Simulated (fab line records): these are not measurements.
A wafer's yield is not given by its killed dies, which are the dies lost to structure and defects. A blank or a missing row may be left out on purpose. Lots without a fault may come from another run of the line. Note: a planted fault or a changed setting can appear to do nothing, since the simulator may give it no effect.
Chamber matching | flow n5-finfet | rie-diel-01 running N5_BEOL_M7_ETCH_65: 4 sister chambers
The step etches SiARC in CF4, target depth 15.6 nm, time 26 s. 8 wafers are shown with their chamber, then 8 later ones without.

## EACH WAFER AND ITS CHAMBER
wafer  | chamber | showerhead-plenum-p-Torr (Torr) | drypump-motor-current-A (A)
L079.4 | 0       | 2.26                            | 5.1
L083.1 | 0       | 2.25                            | 5.0
L083.2 | 2       | 2.11                            | 5.6
L083.3 | 3       | 2.17                            | 5.4
L083.4 | 1       | 2.26                            | 5.9
L083.5 | 2       | 2.11                            | 5.5
L083.6 | 3       | 2.17                            | 5.4
L090.3 | 1       | 2.25                            | 6.0

## WAFERS WITHOUT THEIR CHAMBER
wafer  | showerhead-plenum-p-Torr (Torr) | drypump-motor-current-A (A)
L090.5 | 2.25                            | 6.0
L090.6 | 2.25                            | 5.1
L091.1 | 2.25                            | 6.0
L091.2 | 2.11                            | 5.5
L091.3 | 2.25                            | 5.1
L091.4 | 2.16                            | 5.4
L091.5 | 2.25                            | 6.0
L091.6 | 2.25                            | 5.1

## WHICH CHAMBER EACH WENT THROUGH
wafer  | from the rows above | in truth
L090.5 | 1                   | 1
L090.6 | 0                   | 0
L091.1 | 1                   | 1
L091.2 | 2                   | 2
L091.3 | 0                   | 0
L091.4 | 3                   | 3
L091.5 | 1                   | 1
L091.6 | 0                   | 0
Correct placement for 8 of the 8. Can't be placed from these rows: 0. Wrongly placed: 0.
How it was worked out, from the rows above alone: a wafer's distance from a chamber is the root of the sum, over the readings, of the square of ((its reading less the chamber's mean) divided by the reading's scatter). The wafer belongs to the nearest chamber; if the next one is less than 2 further off, it can't be placed. For every chamber, the mean is computed from those of its wafers that are shown. How the scatter is found: for the shown wafers, subtract from each reading the mean of its chamber, square and add these, divide the total by (wafers less chambers), then take the root.
